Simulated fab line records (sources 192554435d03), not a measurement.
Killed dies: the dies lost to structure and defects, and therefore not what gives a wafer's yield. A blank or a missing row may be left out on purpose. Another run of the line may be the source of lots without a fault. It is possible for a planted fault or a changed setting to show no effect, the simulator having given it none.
Which tool was responsible?    flow n5 finfet    29 wafers from 11 lots sampled at 3 of the route's 1938 steps

## WHAT EACH GAUGE READ, for each wafer
N5_BEOL_M15_CD_MEAS_28: the cd target is 407.6 nm.
lot   measured      on         cd nm (nm)
L106  day 12 06:41  cd sem-03  408.7 411.2
L107  day 12 10:04  cd sem-02  408.3 405.0
L108  day 12 18:44  cd sem-02  405.7 408.1 411.0
L110  day 12 22:38  cd sem-03  405.3 408.5
L113  day 13 15:21  cd sem-02  414.3 409.0 407.6
L114  day 14 01:04  cd sem-03  408.6 415.9 411.7
L117  day 14 12:39  cd sem-02  410.8 407.8 407.6
L116  day 15 02:53  cd sem-02  595.6 409.9
L120  day 14 20:48  cd sem-01  409.8 590.9 408.3
L127  day 17 19:08  cd sem-01  405.2 410.3 402.9
L129  day 18 00:58  cd sem-03  405.7 405.9 407.2

## WHAT TOOL EACH LOT RAN ON (gives the tool, then ch and the chambers of the sampled wafers, and finally the start)
lot   N5_BEOL_M14_SPUTTER_44        N5_BEOL_M15_EXPOSE_25
L106  pvd sputter-02, day 12 02:54  krf scanner-01 ch 0, day 12 06:31
L107  pvd sputter-02, day 12 06:07  krf scanner-01 ch 0, day 12 09:53
L108  pvd sputter-03, day 12 14:17  krf scanner-02 ch 0, day 12 18:34
L110  pvd sputter-03, day 12 19:01  krf scanner-01 ch 0, day 12 22:28
L113  pvd sputter-03, day 13 11:55  krf scanner-02 ch 0, day 13 15:11
L114  pvd sputter-01, day 13 21:25  krf scanner-01 ch 0, day 14 00:54
L117  pvd sputter-01, day 14 08:15  krf scanner-01 ch 0, day 14 12:29
L116  pvd sputter-01, day 14 23:33  krf scanner-01 ch 0, day 15 02:43
L120  pvd sputter-01, day 14 17:28  krf scanner-01 ch 0, day 14 20:38
L127  pvd sputter-02, day 17 15:22  krf scanner-02 ch 0, day 17 18:58
L129  pvd sputter-02, day 17 21:20  krf scanner-02 ch 0, day 18 00:47
- N5_BEOL_M14_SPUTTER_44: material Ta, target thk 15 nm, time 24.19 s.
- N5_BEOL_M15_EXPOSE_25: exposes mask M15, target cd 400 nm.

## THE ANSWER, worked out from the rows above alone
Rule: the usual values come from the lots themselves. The widest of any qualifying gaps counts: lots, ordered by their means at a reading, are off when they make up no more than a third of the lots, leave a main group of 4 or more, and stand apart from it by 3 or more times the standard deviation of that group's means. A main group is skipped when, at the precision printed for the reading in the tables above, its means are all equal. Also off: a lot with no number at a reading for which 4 or more lots have one. Any other lot the step has rows for is counted as sound.
Off at N5_BEOL_M15_CD_MEAS_28 (cd nm): L116, L120. For the main group the mean is 408.4 nm and the standard deviation 2.
A tool fits if, at a process step before that reading, it ran every lot that is off, and no sound lot after the first of them. The gauges at N5_BEOL_M15_CD_MEAS_28 are tried like those tools. Can't be told from this: 2 tools fit, pvd sputter-01 at N5_BEOL_M14_SPUTTER_44, krf scanner-01 at N5_BEOL_M15_EXPOSE_25.

## WHAT THE SIMULATOR PUT IN
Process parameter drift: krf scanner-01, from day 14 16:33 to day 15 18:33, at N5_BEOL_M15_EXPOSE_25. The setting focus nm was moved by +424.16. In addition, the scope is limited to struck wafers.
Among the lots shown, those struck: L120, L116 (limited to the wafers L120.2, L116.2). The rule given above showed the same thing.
